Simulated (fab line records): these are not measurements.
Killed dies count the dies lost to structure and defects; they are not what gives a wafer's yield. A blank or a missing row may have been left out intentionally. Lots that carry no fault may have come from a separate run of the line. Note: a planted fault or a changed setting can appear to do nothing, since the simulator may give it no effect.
Which tool did it? -- flow nand harc -- 69 wafers from 23 lots sampled at 2 of the route's 1159 steps

WHAT THE GAUGES SHOWED, per wafer
NHARC_P_M1_OVL_MEAS_10: pitch 260 nm. Usual: overlay x nm 0.1 nm, standard deviation 0.87; overlay y nm 0.2 nm, standard deviation 0.76.
lot,measured,on,overlay x nm (nm),overlay y nm (nm),flag
L074,day 6 03:16,overlay-01,-0.1 -0.5 -0.6,0.3 -0.1 0.3,
L075,day 6 12:28,overlay-01,0.2 0.8 -0.4,0.6 0.7 0.6,
L076,day 6 12:48,overlay-01,0.8 1.6 1.5,1.3 1.7 1.7,
L077,day 6 22:05,overlay-02,0.0 0.1 -0.2,0.9 1.5 1.3,
L078,day 6 23:41,overlay-02,-0.8 -0.5 0.5,1.0 1.5 1.2,
L081,day 7 14:58,overlay-02,1.2 1.1 1.4,0.1 0.4 1.0,
L080,day 7 15:59,overlay-02,-0.1 -0.4 -0.7,0.2 0.3 0.2,
L079,day 7 16:41,overlay-02,1.1 1.4 0.6,-0.1 -0.1 0.1,
L082,day 7 23:11,overlay-01,0.0 0.6 0.2,0.5 0.8 0.9,
L083,day 8 02:40,overlay-01,0.0 -0.3 -0.2,-1.3 -0.8 -1.2,
L084,day 8 07:31,overlay-02,-0.8 -0.3 -0.9,1.3 0.9 1.2,
L087,day 9 04:26,overlay-02,-1.4 -1.4 -1.1,0.2 -0.5 -0.1,
L086,day 9 05:20,overlay-02,1.7 2.2 2.5,0.9 0.7 1.3,
L085,day 10 01:10,overlay-01,-0.1 0.1 -0.4,0.3 0.0 0.0,
L088,day 10 02:50,overlay-01,0.6 0.3 0.5,-0.7 -0.3 0.1,
L090,day 10 09:20,overlay-02,1.1 1.6 0.9,-0.6 -0.6 0.0,
L091,day 10 10:55,overlay-02,-0.3 -0.4 -0.2,-1.1 -0.3 0.1,
L094,day 10 18:50,overlay-01,-1.3 -0.5 -1.5,0.0 -0.2 0.1,
L093,day 10 20:51,overlay-02,-0.3 -0.8 -0.8,1.7 0.6 1.0,
L092,day 10 21:04,overlay-01,-1.1 -1.2 -1.1,-1.1 -0.8 -1.1,
L095,day 11 09:55,overlay-02,-0.2 -0.2 -0.3,-0.6 -0.6 -0.8,
L096,day 11 10:44,overlay-02,-0.1 -0.4 0.2,-0.3 -0.1 -0.7,
L097,day 11 19:07,overlay-02,1.2 1.0 0.7,0.1 -0.5 -0.2,

WHICH TOOL RAN EACH LOT (tool, then ch and the chambers of the sampled wafers, then the start)
lot,NHARC_P_M0_ETCH_34
L074,"rie diel-01 ch 0,2, day 5 23:23"
L075,"rie diel-05 ch 0,3, day 6 08:34"
L076,"rie diel-01 ch 1,2,3, day 6 09:04"
L077,"rie diel-05 ch 2,3, day 6 18:07"
L078,"rie diel-05 ch 1,3, day 6 19:54"
L081,"rie diel-05 ch 1,2, day 7 11:02"
L080,"rie diel-08 ch 1,3, day 7 11:52"
L079,"rie diel-05 ch 0,1,2, day 7 12:34"
L082,"rie diel-05 ch 0,1,2, day 7 18:49"
L083,"rie diel-01 ch 1,2, day 7 22:35"
L084,"rie diel-01 ch 0,2, day 8 03:47"
L087,"rie diel-05 ch 2,3, day 9 00:19"
L086,"rie diel-05 ch 0,2,3, day 9 01:32"
L085,"rie diel-01 ch 0,1, day 9 21:19"
L088,"rie diel-05 ch 0,1,3, day 9 23:01"
L090,"rie diel-01 ch 1,3, day 10 05:25"
L091,"rie diel-08 ch 0,1, day 10 06:54"
L094,"rie diel-01 ch 0,1,2, day 10 14:55"
L093,"rie diel-08 ch 2,3, day 10 16:56"
L092,"rie diel-05 ch 2,3, day 10 17:04"
L095,"rie diel-01 ch 0,2,3, day 11 06:02"
L096,"rie diel-01 ch 0,1, day 11 06:40"
L097,"rie diel-01 ch 0,2,3, day 11 15:07"
- NHARC_P_M0_ETCH_34: etches the open film in N2/H2, target depth 40 nm, overetch 12 nm, time 43.94 s.

AS READ BY THE TOOLS THEMSELVES (means over the sampled wafers that have a number; for cases with no such wafer, the mark the record gives instead)
NHARC_P_M0_ETCH_34. Usual: for drypump motor current A, 5.7 A with a standard deviation of 0.31; for mfc ar sccm, 0.016 sccm with a standard deviation of 0.01; for oes product au, 0.995 a.u. with a standard deviation of 0.011; for rf fwd power W, 395.6 W with a standard deviation of 1.8; for rf vpp V, 432.1 V with a standard deviation of 2.4; for showerhead plenum p Torr, 2.10 Torr with a standard deviation of 0.086; for throttle valve pct, 14.170 % with a standard deviation of 0.0085.
lot,tool,drypump motor current A (A),mfc ar sccm (sccm),oes product au (a.u.),rf fwd power W (W),rf vpp V (V),showerhead plenum p Torr (Torr),throttle valve pct (%),flag
L074,rie diel-01,5.7,0.020,1.005,397.2,432.2,2.11,14.175,
L075,rie diel-05,5.8,0.027,0.991,395.2,433.7,2.15,14.179,
L076,rie diel-01,5.6,0.021,0.990,394.3,433.7,2.15,14.167,
L077,rie diel-05,6.0,0.010,1.006,395.3,430.8,2.05,14.174,
L078,rie diel-05,5.6,0.025,0.990,395.2,432.4,2.07,14.169,
L081,rie diel-05,5.7,0.011,1.010,394.8,427.9,1.95,14.168,
L080,rie diel-08,5.7,0.000,0.991,394.5,431.6,2.09,14.171,
L079,rie diel-05,5.9,0.012,1.006,395.3,429.9,2.03,14.172,
L082,rie diel-05,6.0,0.012,1.006,395.1,430.8,2.03,14.163,
L083,rie diel-01,5.9,0.018,0.981,393.9,432.9,2.15,14.165,
L084,rie diel-01,5.7,0.020,0.994,397.7,431.8,2.11,14.171,
L087,rie diel-05,5.8,0.020,0.985,395.9,432.3,2.09,14.162,
L086,rie diel-05,6.0,0.017,0.995,395.6,432.3,2.11,14.170,
L085,rie diel-01,5.7,0.020,0.997,395.9,433.2,2.11,14.173,
L088,rie diel-05,5.8,0.022,0.997,396.9,432.2,2.08,14.171,
L090,rie diel-01,5.3,0.024,0.991,396.1,433.7,2.15,14.169,
L091,rie diel-08,5.5,0.000,1.000,393.7,432.2,2.09,14.172,
L094,rie diel-01,5.7,0.019,0.994,393.9,433.2,2.13,14.164,
L093,rie diel-08,5.8,0.000,1.001,395.0,433.1,2.10,14.166,
L092,rie diel-05,5.8,0.020,0.992,397.1,431.5,2.09,14.175,
L095,rie diel-01,5.5,0.022,0.991,396.8,433.3,2.13,14.168,
L096,rie diel-01,5.7,0.020,0.994,395.9,433.1,2.11,14.159,
L097,rie diel-01,5.5,0.022,0.993,396.8,432.8,2.12,14.179,

THE ANSWER, worked out from the rows above alone
Rule: lot off if the mean of its wafers having a number is beyond 3 standard deviations from the usual mean. A lot without any number at a reading at which 4 lots or more have one is off too. All remaining lots with rows at the step are treated as sound. Order of review: gauges by route order, followed by the tools' own readings, for which a lot's mean as printed above is used. At the first step where some lot is off, the reading lying furthest off is the one used; lots without a number count as furthest.
Nothing can be told from this: no lot is off at any reading shown.

WHAT HAD BEEN PUT IN BY THE SIMULATOR
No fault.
